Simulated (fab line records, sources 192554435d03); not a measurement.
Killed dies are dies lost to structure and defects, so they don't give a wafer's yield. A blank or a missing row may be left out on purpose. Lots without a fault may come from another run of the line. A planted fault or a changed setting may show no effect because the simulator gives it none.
fab line records | flow n5_finfet
record lots=6 wafers=18 last_day=17
route steps=1938 shown PASSIVATION@1903
lots that met no fault: from a run of the same line without faults
start_h: hours from the record's first day to the start of the lot's first wafer shown | wait_h: hours since the lot's step before | " the same as in the row above | L1.1+2: a row that stands for several wafers | - no value, or no start given | * or withheld: withheld | < > ~ a bound
route shown NAME@n: a module of which the file shows steps, and the number in the route of the first | usual: mean/standard deviation of fault-free wafers | same: alike in all rows | chamber/n: place in a boat | sites: the reading at each site | _std_site: their standard deviation | _edge_site: outer sites' mean less inner sites' | radius_mm: how far each site lies from the wafer's centre | mask NAME#n: copy n | behind: the tool/chamber that last shaped the wafer | hold: why the lot was held/for how many hours/how that ended | device: the transistor (n, p or np) that didn't switch | end of line: the same wafers' tests at the end of the route | a step without rows: its recipe alone | killed: dies lost to structure and defects at the first sort, not the wafer's yield | map: a wafer's dies, x killed, . not, _ none there
set.NAME: the setting as run; set.NAME@STEP: as run at that earlier step | model.NAME: the simulator's own value behind a step, which no gauge read
lots at some steps of the route; a table a step, a row a wafer
services: from which hour (start_h, from the record's first day; less than 0 if before it) a tool's chamber was out of use, for how many hours, and why
## steps
# step N5_PASSIVATION_DEVELOP_29
# recipe develop_time_s=60 rinse_liquid=diw dry=air_spin dev_temp_c=21
# step N5_PASSIVATION_HARDBAKE_31
# recipe temp_c=130 time_s=120
# step N5_PASSIVATION_CD_MEAS_30
# recipe target_cd_nm=4000 landing_energy_ev=500 detector=se_inlens polarity=opening
# usual cd_nm=4000.3/1.3
# columns lot.wafer tool chamber start_h wait_h cd_nm
L954.2 cd_sem-02 0 261.64 - 3998.7
L954.4 " 0 " " 3999.3
L954.5 " 0 " " 4001.6
L960.1 cd_sem-02 0 300.20 - 3999.3
L960.2 " 0 " " 4000.7
L960.6 " 0 " " 3999.7
L965.3 cd_sem-01 0 334.47 - 4000.5
L965.4 " 0 " " 4000.5
L965.5 " 0 " " 4001.1
L966.4 cd_sem-02 0 340.72 - 4002.1
L966.5 " 0 " " 4001.4
L966.6 " 0 " " 4002.0
L973.2 cd_sem-03 0 404.39 - 3999.1
L973.3 " 0 " " 4000.4
L973.5 " 0 " " 3998.7
L972.1 cd_sem-01 0 404.85 - 3998.0
L972.2 " 0 " " 3998.6
L972.5 " 0 " " 3999.9
# step N5_PASSIVATION_OVL_MEAS_63
# recipe points_per_wafer=44
# usual PAD_OVL=5/6.7
# columns lot.wafer tool chamber start_h wait_h PAD_OVL[nm]
L954.2 overlay-02 0 261.67 0.0 16
L954.4 " 0 " " 10
L954.5 " 0 " " 7
L960.1 overlay-02 0 300.23 0.0 5
L960.2 " 0 " " 0
L960.6 " 0 " " -6
L965.3 overlay-01 0 334.49 0.0 -6
L965.4 " 0 " " -9
L965.5 " 0 " " -7
L966.4 overlay-01 0 340.75 0.0 11
L966.5 " 0 " " 9
L966.6 " 0 " " 14
L973.2 overlay-01 0 404.41 0.0 18
L973.3 " 0 " " 13
L973.5 " 0 " " 8
L972.1 overlay-02 0 404.88 0.0 12
L972.2 " 0 " " 13
L972.5 " 0 " " 13
# step N5_PASSIVATION_INSPECT_64
# recipe mode=adi inspect_instrument=macro
# usual raw_defect_count=2.0/1.3
# columns lot.wafer tool chamber start_h wait_h raw_defect_count
L954.2 defect_inspect-02 - 261.69 0.0 1
L954.4 " - " " 0
L954.5 " - " " 2
L960.1 defect_inspect-01 - 300.26 0.0 3
L960.2 " - " " 1
L960.6 " - " " 2
L965.3 defect_inspect-02 - 334.52 0.0 3
L965.4 " - " " 1
L965.5 " - " " 2
L966.4 defect_inspect-02 - 340.77 0.0 5
L966.5 " - " " 2
L966.6 " - " " 5
L973.2 defect_inspect-01 - 404.44 0.0 2
L973.3 " - " " 1
L973.5 " - " " 4
L972.1 defect_inspect-01 - 404.91 0.0 2
L972.2 " - " " 1
L972.5 " - " " 0
# step N5_PASSIVATION_DESCUM_32
# recipe chemistry=O2 time_s=7.9 source_power_w=50 bias_power_w=20 pressure_mtorr=20 rf_frequency_hz=2.712e+07 temp_c=40 o2_flow_sccm=225
# usual drypump_motor_current_A=5.9/0.36 oes_product_au=0.79/0.095 rf_vpp_V=243.4/1.4 showerhead_plenum_p_Torr=2.10/0.065 throttle_valve_pct=20.47/0.26
# columns lot.wafer tool chamber start_h wait_h drypump_motor_current_A oes_product_au rf_hours_counter_h rf_vpp_V showerhead_plenum_p_Torr throttle_valve_pct
L954.2 rie_diel-04 3 261.72 0.0 6.3 0.72 209 243.1 2.07 20.72
L954.4 " 1 " " 6.5 0.92 20 244.0 2.14 20.43
L954.5 " 2 " " 6.1 0.72 - 243.2 2.07 20.81
L960.1 rie_diel-04 0 300.65 0.4 6.2 0.97 12 243.5 2.15 20.27
L960.2 " 1 " " 6.4 0.91 32 243.9 2.14 20.43
L960.6 " 3 " " 6.2 0.72 - 243.7 2.06 20.74
L965.3 rie_diel-04 2 334.58 0.1 6.1 0.71 - 244.0 2.06 20.86
L965.4 " 3 " " 6.2 0.70 - 243.6 2.06 20.77
L965.5 " 3 " " 6.3 0.70 - 243.2 2.06 20.76
L966.4 rie_diel-03 2 340.83 0.1 5.7 0.81 107 245.2 2.20 20.22
L966.5 " 3 " " 5.5 0.69 - 243.8 2.07 20.87
L966.6 " 2 " " 5.7 0.81 - 245.4 2.20 20.22
L973.2 rie_diel-04 0 404.47 0.0 6.2 0.88 46 245.7 2.14 20.30
L973.3 " 1 " " 6.4 0.84 69 243.7 2.13 20.48
L973.5 " 3 " " 6.3 0.98 - 242.8 2.05 20.36
L972.1 rie_diel-04 3 404.94 0.0 6.3 0.98 1 242.8 2.05 20.35
L972.2 " 1 " " 6.5 0.84 69 243.1 2.13 20.49
L972.5 " 1 " " 6.5 0.84 - 243.5 2.13 20.48
# step N5_PASSIVATION_AL_ETCH_33
# recipe chemistry=Cl2/BCl3 target_depth_a=28000 over_etch_frac=0.15 Cl2_flow_sccm=180 bcl3_flow_sccm=60 target=Al stop_on=TaN time_s=466.7 ion_energy_ev=100 pressure_mtorr=10 icp_w=900 bias_w=100
# usual drypump_motor_current_A=5.6/0.42 oes_product_au=0.68/0.085 throttle_valve_pct=34.20/0.13
# columns lot.wafer tool chamber start_h wait_h drypump_motor_current_A oes_product_au rf_hours_counter_h throttle_valve_pct
L954.2 rie_metal-03 0 261.81 0.1 5.8 0.64 72 34.36
L954.4 " 0 " " 5.8 0.65 - 34.36
L954.5 " 0 " " 5.8 0.64 - 34.34
L960.1 rie_metal-02 1 300.74 0.1 5.2 0.69 49 34.17
L960.2 " 0 " " 6.3 0.82 10 34.01
L960.6 " 0 " " 6.3 0.82 - 34.02
L965.3 rie_metal-02 0 334.80 0.2 6.3 0.80 - 34.05
L965.4 " 1 " " 5.3 0.68 - 34.20
L965.5 " 0 " " 6.3 0.80 - 34.04
L966.4 rie_metal-02 0 341.06 0.2 6.3 0.81 - 34.00
L966.5 " 1 " " 5.3 0.69 - 34.17
L966.6 " 0 " " 6.3 0.82 - 34.01
L973.2 rie_metal-01 0 404.56 0.1 6.0 0.65 77 34.25
L973.3 " 1 " " 5.2 0.83 - 33.98
L973.5 " 0 " " 6.0 0.64 - 34.26
L972.1 rie_metal-03 0 405.03 0.1 5.8 0.61 86 34.37
L972.2 " 1 " " 5.1 0.59 100 34.16
L972.5 " 0 " " 5.8 0.62 - 34.38
# step N5_PASSIVATION_ETCH_59
# recipe chemistry=Cl2/BCl3 target=TaN target_depth_a=650 time_s=34.9 ion_energy_ev=100 pressure_mtorr=10 icp_w=900 bias_w=100 Cl2_flow_sccm=60 bcl3_flow_sccm=30
# usual drypump_motor_current_A=5.6/0.42 oes_product_au=0.75/0.094 throttle_valve_pct=21.10/0.15
# columns lot.wafer tool chamber start_h wait_h drypump_motor_current_A oes_product_au rf_hours_counter_h throttle_valve_pct
L954.2 rie_metal-03 0 262.21 0.3 5.8 0.72 72 21.26
L954.4 " 0 " " 5.8 0.72 - 21.24
L954.5 " 0 " " 5.9 0.73 - 21.22
L960.1 rie_metal-02 1 301.14 0.3 5.3 0.76 50 21.02
L960.2 " 0 " " 6.3 0.90 10 20.87
L960.6 " 0 " " 6.3 0.91 - 20.87
L965.3 rie_metal-02 0 335.10 0.2 6.3 0.89 - 20.88
L965.4 " 1 " " 5.3 0.75 - 21.03
L965.5 " 0 " " 6.3 0.89 - 20.88
L966.4 rie_metal-02 0 341.36 0.2 6.4 0.89 - 20.86
L966.5 " 1 " " 5.2 0.75 - 21.02
L966.6 " 0 " " 6.3 0.89 - 20.91
L973.2 rie_metal-01 0 404.96 0.3 6.0 0.72 77 21.21
L973.3 " 1 " " 5.2 0.92 - 20.81
L973.5 " 0 " " 6.0 0.72 - 21.22
L972.1 rie_metal-03 0 405.43 0.3 5.8 0.68 87 21.28
L972.2 " 1 " " 5.2 0.65 100 21.13
L972.5 " 0 " " 5.8 0.69 - 21.26
# step N5_PASSIVATION_STRIP_34
# recipe chemistry=O2 power_w=600 temp_c=60 pressure_mtorr=30 rf_frequency_hz=6e+07 bias_power_w=0 overash_fraction=2 o2_flow_sccm=225
# usual drypump_motor_current_A=6.0/0.34 oes_product_au=0.80/0.1 rf_vpp_V=3.6/1.6 showerhead_plenum_p_Torr=2.10/0.057 throttle_valve_pct=16.75/0.25
# columns lot.wafer tool chamber start_h wait_h drypump_motor_current_A oes_product_au rf_hours_counter_h rf_vpp_V showerhead_plenum_p_Torr throttle_valve_pct
L954.2 rie_diel-04 2 262.33 0.1 6.1 0.72 196 6.2 2.07 17.07
L954.4 " 1 " " 6.4 0.92 21 2.2 2.15 16.60
L954.5 " 3 " " 6.2 0.73 - 6.3 2.07 16.99
L960.1 rie_diel-04 0 301.65 0.5 6.3 0.95 12 2.2 2.16 16.44
L960.2 " 2 " " 6.1 0.72 208 3.8 2.07 17.10
L960.6 " 1 " " 6.5 0.89 - 3.6 2.14 16.66
L965.3 rie_diel-03 2 335.19 0.1 5.8 0.83 103 2.4 2.21 16.50
L965.4 " 0 " " 5.7 0.91 - 1.7 2.14 16.64
L965.5 " 1 " " 5.5 0.71 - 3.1 1.99 16.41
L966.4 rie_diel-04 0 341.45 0.1 6.3 0.92 22 4.3 2.15 16.43
L966.5 " 3 " " 6.3 0.70 - 1.3 2.06 17.02
L966.6 " 0 " " 6.2 0.92 - 1.5 2.15 16.45
L973.2 rie_diel-03 1 405.14 0.2 5.4 0.67 252 1.8 1.98 16.44
L973.3 " 2 " " 5.8 0.78 136 7.6 2.19 16.58
L973.5 " 0 " " 5.7 0.86 - 6.5 2.13 16.66
L972.1 rie_diel-04 0 405.69 0.2 6.3 0.88 47 5.2 2.14 16.47
L972.2 " 1 " " 6.4 0.86 70 3.2 2.13 16.76
L972.5 " 1 " " 6.4 0.85 - 0.7 2.13 16.68
# step N5_PASSIVATION_STRIP_51
# recipe chemistry=post_etch_residue_remover time_s=1200 temp_c=72.5
# step N5_PASSIVATION_CLEAN_69
# recipe chemistry=IPA time_s=180 temp_c=25
# step N5_PASSIVATION_SRD_70
# recipe dry=ipa_marangoni time_s=30 temp_c=23 rinse_liquid=diw
# step N5_PASSIVATION_PECVD_53
# recipe material=SiO2 target_thk_a=8000 temp_c=400 precursor=TEOS/O2 pressure_torr=6.5 rf_w=withheld teos_flow_sccm=withheld gas=O2 flow_sccm=2650 time_s=169.4
# usual run_length_s=197.2/0.61 susceptor_temp_C=399.99/0.21
# columns lot.wafer tool chamber start_h wait_h run_length_s susceptor_temp_C model.SiO2_of_PASSIVATION_PECVD_53.thk_nm
L954.2 pecvd-03 0 262.83 0.0 196.7 400.09 800
L954.4 " 1 " " 198.1 399.96 807.8
L954.5 " 2 " " 196.9 400.08 808.2
L960.1 pecvd-02 1 302.15 0.0 197.0 400.04 805.6
L960.2 " 0 " " 197.0 399.99 801.8
L960.6 " 0 " " 196.4 400.21 818
L965.3 pecvd-02 2 335.69 0.0 196.6 400.16 794.8
L965.4 " 1 " " 197.1 400.16 801.2
L965.5 " 0 " " 203.9 400.00 834.8
L966.4 pecvd-02 2 342.01 0.1 196.6 399.87 811.6
L966.5 " 1 " " 203.9 400.40 836.2
L966.6 " 0 " " 203.6 399.91 831.6
L973.2 pecvd-04 1 405.64 0.0 198.1 399.41 776.4
L973.3 " 0 " " 196.4 400.19 790.2
L973.5 " 1 " " 198.0 399.44 785.2
L972.1 pecvd-04 2 406.19 0.0 197.6 399.67 791.8
L972.2 " 1 " " 198.0 399.97 791.4
L972.5 " 2 " " 197.7 399.67 808.2
# step N5_PASSIVATION_PECVD_35
# recipe material=SiNx target_thk_a=7000 temp_c=400 precursor=SiH4/NH3/N2 pressure_torr=4.9 rf_w=1406 time_s=151.3
# usual heater_power_w=334/63 run_length_s=195.3/0.61 showerhead_plenum_p_Torr=8.66/0.066 susceptor_temp_C=399.98/0.23 throttle_valve_pct=29.6/2.1
# columns lot.wafer tool chamber start_h wait_h heater_power_w run_length_s showerhead_plenum_p_Torr susceptor_temp_C throttle_valve_pct
L954.2 pecvd-03 0 262.94 0.1 371 195.1 8.74 400.10 27.9
L954.4 " 1 " " 372 196.6 8.65 399.62 28.7
L954.5 " 2 " " 430 195.0 8.56 400.03 25.7
L960.1 pecvd-02 1 302.26 0.1 286 195.1 8.73 399.74 32.2
L960.2 " 0 " " 320 194.7 8.57 399.80 31.2
L960.6 " 0 " " 339 194.6 8.59 400.05 30.9
L965.3 pecvd-02 2 335.80 0.1 358 194.6 8.59 399.97 29.9
L965.4 " 1 " " 223 195.2 8.72 400.02 32.4
L965.5 " 0 " " 343 195.3 8.57 399.90 31.1
L966.4 pecvd-02 2 342.12 0.1 295 194.6 8.60 400.66 30.0
L966.5 " 1 " " 218 194.9 8.75 399.85 32.4
L966.6 " 0 " " 317 195.1 8.59 400.56 31.0
L973.2 pecvd-04 1 405.76 0.1 451 196.2 8.64 400.20 31.1
L973.3 " 0 " " 248 195.3 8.71 400.08 31.4
L973.5 " 1 " " 467 196.1 8.64 400.15 31.0
L972.1 pecvd-04 2 406.30 0.1 341 195.7 8.71 400.09 27.7
L972.2 " 1 " " 388 196.3 8.64 400.10 31.0
L972.5 " 2 " " 218 195.7 8.69 399.70 27.6
# step N5_PASSIVATION_PROBE_49
# usual defect_limited_yield=91.3/1.4 killed_at_M0_to_M3=35/11 killed_at_M4_up=14/5.4 killed_at_contacts=12/6.2 killed_at_front_end=38/11 killed_at_other=4.1/2.8 killed_dies=103/17 killed_open=66/13 killed_short=34/8.2 sort_bin_5_function=5.1/0.89 sort_bin_6_memory=3.3/0.72 sort_n_pass=1077/17 sort_yield_pct=91.3/1.4
# same gross_dies=1180 killed_at_back_side=0 sort_bin_4_leakage[%]=0 sort_bin_8_speed[%]=0
# columns lot.wafer tool chamber start_h wait_h defect_limited_yield[%] killed_at_M0_to_M3 killed_at_M4_up killed_at_contacts killed_at_front_end killed_at_other killed_dies killed_open killed_short sort_bin_5_function[%] sort_bin_6_memory[%] sort_n_pass sort_yield_pct[%]
L954.2 prober-02 - 266.56 0.1 91.7 43 13 3 38 1 98 61 35 4.7 3.4 1082 91.7
L954.4 prober-02 - 266.66 0.2 91.6 40 11 12 34 2 99 70 27 4.7 3.3 1081 91.6
L954.5 prober-02 - 266.71 0.2 91.3 40 13 7 38 5 103 65 36 4.7 3.8 1077 91.3
L965.3 prober-02 - 339.51 0.1 92.8 23 24 15 20 3 85 51 34 5.0 1.9 1095 92.8
L965.4 prober-02 - 339.56 0.2 91.3 26 16 2 53 6 103 47 54 5.0 3.1 1077 91.3
L965.5 prober-02 - 339.61 0.2 87.6 56 11 19 53 7 146 81 59 5.8 6.0 1034 87.6
L966.4 prober-02 - 346.12 0.2 91.2 34 8 13 44 5 104 66 36 5.3 3.2 1076 91.2
L966.5 prober-02 - 346.17 0.2 90.0 18 21 5 69 5 118 71 40 6.6 2.8 1062 90.0
L966.6 prober-02 - 346.22 0.3 92.6 21 18 7 36 5 87 53 29 4.3 2.8 1093 92.6
L972.1 prober-02 - 410.95 0.0 90.8 25 10 7 66 1 109 81 26 5.3 3.6 1071 90.8
L972.2 prober-02 - 411.00 0.1 90.3 49 5 3 58 0 115 87 25 5.7 3.8 1065 90.3
L972.5 prober-02 - 411.15 0.2 92.3 31 6 6 46 2 91 59 30 5.1 2.5 1089 92.3
# killed by level:class
L954.2 STI_FIN_REVEAL:geometric_particle:open=12 BEOL_M0_SAQP:geometric_particle:open=12 BEOL_M0_SAQP:geometric_particle:short=10 BEOL_M3:geometric_particle:open=10 BEOL_M4:geometric_particle:open=8 BEOL_M2:geometric_particle:open=6 FIN_SAQP:geometric_particle:short=4 STI_FIN_REVEAL:geometric_particle:short=4
L954.4 FIN_SAQP:geometric_particle:open=10 MOL_CONTACT_COAG:geometric_particle:open=10 FIN_SAQP:geometric_particle:short=7 STI_FIN_REVEAL:geometric_particle:open=7 BEOL_M0_SAQP:geometric_particle:open=7 BEOL_M0:geometric_particle:open=7 BEOL_M1:geometric_particle:open=5 BEOL_M0:geometric_particle:short=5
L954.5 BEOL_M0_SAQP:geometric_particle:short=9 STI_FIN_REVEAL:geometric_particle:open=8 BEOL_M0_SAQP:geometric_particle:open=8 BEOL_M4:geometric_particle:open=8 FIN_SAQP:geometric_particle:open=7 GATE_CUT:geometric_particle:short=6 MOL_CONTACT_COAG:geometric_particle:open=6 FIN_SAQP:geometric_particle:short=5
L965.3 MOL_CONTACT_COAG:geometric_particle:open=10 BEOL_M4:geometric_particle:open=10 BEOL_M2:geometric_particle:open=8 BEOL_M4:geometric_particle:short=7 BEOL_M0_SAQP:geometric_particle:short=7 BEOL_M7:geometric_particle:open=5 MOL_CONTACT_COAG:geometric_particle:short=5 BEOL_M0_SAQP:geometric_particle:open=5
L965.4 FIN_SAQP:geometric_particle:short=21 FIN_SAQP:geometric_particle:open=13 BEOL_M1:geometric_particle:short=9 BEOL_M4:geometric_particle:open=9 BEOL_M0_SAQP:geometric_particle:short=6 BEOL_M2:geometric_particle:open=5 BEOL_M4:geometric_particle:short=5 BEOL_M0_SAQP:geometric_particle:open=4
L965.5 BEOL_M0_SAQP:geometric_particle:open=16 MOL_CONTACT_COAG:geometric_particle:open=13 BEOL_M0_SAQP:geometric_particle:short=13 BEOL_M2:geometric_particle:open=11 FIN_SAQP:geometric_particle:open=9 FIN_SAQP:geometric_particle:short=7 MOL_CONTACT_COAG:geometric_particle:short=6 DUMMY_GATE:geometric_particle:open=6
L966.4 BEOL_M0_SAQP:geometric_particle:open=14 STI_FIN_REVEAL:geometric_particle:open=12 MOL_CONTACT_COAG:geometric_particle:open=10 BEOL_M0_SAQP:geometric_particle:short=8 FIN_SAQP:geometric_particle:open=6 ILD0:geometric_particle:short=5 FIN_SAQP:geometric_particle:short=4 DUMMY_GATE:geometric_particle:open=4
L966.5 FIN_SAQP:geometric_particle:open=19 STI_FIN_REVEAL:geometric_particle:open=12 FIN_SAQP:geometric_particle:short=10 GATE_CUT:geometric_particle:short=5 BEOL_M3:geometric_particle:open=5 BEOL_M4:geometric_particle:open=5 ILD0:geometric_particle:open=4 STI_FIN_REVEAL:geometric_particle:short=4
L966.6 BEOL_M0_SAQP:geometric_particle:open=8 FIN_SAQP:geometric_particle:short=7 STI_FIN_REVEAL:geometric_particle:open=6 MOL_CONTACT_COAG:geometric_particle:open=6 BEOL_M0_SAQP:geometric_particle:short=5 STARTING-WAFER:geometric_particle:open=5 FIN_SAQP:geometric_particle:open=4 ILD0:geometric_particle:open=4
L972.1 STI_FIN_REVEAL:geometric_particle:open=27 FIN_SAQP:geometric_particle:open=12 BEOL_M3:geometric_particle:open=11 FIN_SAQP:geometric_particle:short=10 MOL_CONTACT_COAG:geometric_particle:open=5 BEOL_M0_SAQP:geometric_particle:open=4 BEOL_M7:geometric_particle:open=3 STI_FIN_REVEAL:geometric_particle:short=3
L972.2 FIN_SAQP:geometric_particle:open=23 BEOL_M3:geometric_particle:open=20 BEOL_M1:geometric_particle:open=10 STI_FIN_REVEAL:geometric_particle:open=9 FIN_SAQP:geometric_particle:short=7 DUMMY_GATE:geometric_particle:open=7 BEOL_M0_SAQP:geometric_particle:open=7 BEOL_M0_SAQP:geometric_particle:short=5
L972.5 FIN_SAQP:geometric_particle:open=16 BEOL_M3:geometric_particle:open=9 BEOL_M1:geometric_particle:open=8 GATE_CUT:geometric_particle:short=8 STI_FIN_REVEAL:geometric_particle:open=6 MOL_CONTACT_COAG:geometric_particle:open=6 BEOL_M0_SAQP:geometric_particle:short=6 DUMMY_GATE:geometric_particle:open=5
## services
# columns tool chamber start_h hours kind
rie_diel-04 0 242.74 - clean
rie_diel-04 0 242.74 - consumable_replace:focus_ring
rie_diel-04 0 242.74 14.2 scheduled_down
rie_diel-04 0 242.74 14.2 vent_cycle
pecvd-04 - 249.40 0.3 repair
rie_diel-04 0 266.18 6.3 repair
rie_metal-01 1 270.51 18.7 repair
rie_metal-03 - 274.06 0.4 repair
pecvd-02 - 274.24 0.2 repair
pecvd-02 - 274.66 5.5 pm
pecvd-04 - 292.55 1.2 repair
pecvd-03 - 294.43 10.2 repair
rie_metal-02 1 304.85 9.7 repair
rie_diel-03 - 321.59 0.2 repair
rie_diel-03 3 327.58 11.6 repair
rie_diel-04 1 328.03 7.2 repair
pecvd-02 2 349.91 6.0 repair
rie_metal-02 1 352.32 6.1 repair
rie_metal-03 1 354.43 3.3 repair
rie_diel-04 3 367.57 8.4 repair
rie_diel-04 3 383.30 - clean
rie_diel-04 3 383.30 - consumable_replace:focus_ring
rie_metal-02 - 399.86 14.6 pm
pecvd-02 - 404.87 2.8 pm
## key
first_sign step=N5_PASSIVATION_PECVD_53 reading=run_length_s direction=up sigmas=11 usual=* struck=*
effect none on later readings
model_effect step=N5_PASSIVATION_PECVD_53 value=SiO2_of_PASSIVATION_PECVD_53.thk_nm without=802.7 struck=834.2
met_at N5_PASSIVATION_PECVD_53
struck_wafers L965.5,L966.5,L966.6
onset_between 302.15 335.69
fault kind=process_parameter_drift tool=pecvd-02 chamber=- onset_h=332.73 steps=N5_PASSIVATION_PECVD_53 channel=time_s offset=* shape=step end_h=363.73 scope=struck_wafers_only acts_in=* stated=*
